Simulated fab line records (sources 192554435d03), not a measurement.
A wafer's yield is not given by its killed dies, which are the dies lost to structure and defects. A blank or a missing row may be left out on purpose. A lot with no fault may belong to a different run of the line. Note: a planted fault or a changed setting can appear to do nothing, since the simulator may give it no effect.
Matching of chambers / flow n5Finfet / rieDiel-02 running N5_BEOL_M9_ETCH_76: 3 sister chambers
The step etches underlayer in N2/H2, target depth 6.5 nm, time 5.2 s. 6 wafers are shown with their chamber, then 9 later ones without.

## WAFERS WITH THEIR CHAMBER
wafer=L086.3; chamber=2; drypumpMotorCurrentA (A)=5.8; showerheadPlenumPTorr (Torr)=2.47
wafer=L089.5; chamber=0; drypumpMotorCurrentA (A)=4.7; showerheadPlenumPTorr (Torr)=2.51
wafer=L093.4; chamber=2; drypumpMotorCurrentA (A)=5.8; showerheadPlenumPTorr (Torr)=2.46
wafer=L093.6; chamber=3; drypumpMotorCurrentA (A)=5.7; showerheadPlenumPTorr (Torr)=2.69
wafer=L094.3; chamber=3; drypumpMotorCurrentA (A)=5.7; showerheadPlenumPTorr (Torr)=2.68
wafer=L094.4; chamber=0; drypumpMotorCurrentA (A)=4.8; showerheadPlenumPTorr (Torr)=2.50

## WAFERS WHOSE CHAMBER IS MISSING
wafer=L094.5; drypumpMotorCurrentA (A)=5.7; showerheadPlenumPTorr (Torr)=2.68
wafer=L095.1; drypumpMotorCurrentA (A)=4.8; showerheadPlenumPTorr (Torr)=2.50
wafer=L095.4; drypumpMotorCurrentA (A)=5.7; showerheadPlenumPTorr (Torr)=2.68
wafer=L095.6; drypumpMotorCurrentA (A)=4.8; showerheadPlenumPTorr (Torr)=2.50
wafer=L096.3; drypumpMotorCurrentA (A)=4.8; showerheadPlenumPTorr (Torr)=2.50
wafer=L096.4; drypumpMotorCurrentA (A)=5.8; showerheadPlenumPTorr (Torr)=2.46
wafer=L097.1; drypumpMotorCurrentA (A)=4.8; showerheadPlenumPTorr (Torr)=2.50
wafer=L097.3; drypumpMotorCurrentA (A)=5.7; showerheadPlenumPTorr (Torr)=2.68
wafer=L097.6; drypumpMotorCurrentA (A)=5.7; showerheadPlenumPTorr (Torr)=2.68

## EACH ONE'S CHAMBER
wafer=L094.5; from the rows above=3; in truth=3
wafer=L095.1; from the rows above=0; in truth=0
wafer=L095.4; from the rows above=3; in truth=3
wafer=L095.6; from the rows above=0; in truth=0
wafer=L096.3; from the rows above=0; in truth=0
wafer=L096.4; from the rows above=2; in truth=2
wafer=L097.1; from the rows above=0; in truth=0
wafer=L097.3; from the rows above=3; in truth=3
wafer=L097.6; from the rows above=3; in truth=3
Correctly placed: 9 of 9. Can't be placed from these rows: 0. 0 placed wrongly.
How it was worked out, from the rows above alone: a wafer's distance from a chamber is the root of the sum, over the readings, of the square of ((its reading less the chamber's mean) divided by the reading's scatter). The wafer belongs to the nearest chamber; if the next one is less than 2 further off, it can't be placed. For every chamber, the mean is computed from those of its wafers that are shown. How the scatter is found: for the shown wafers, subtract from each reading the mean of its chamber, square and add these, divide the total by (wafers less chambers), then take the root.
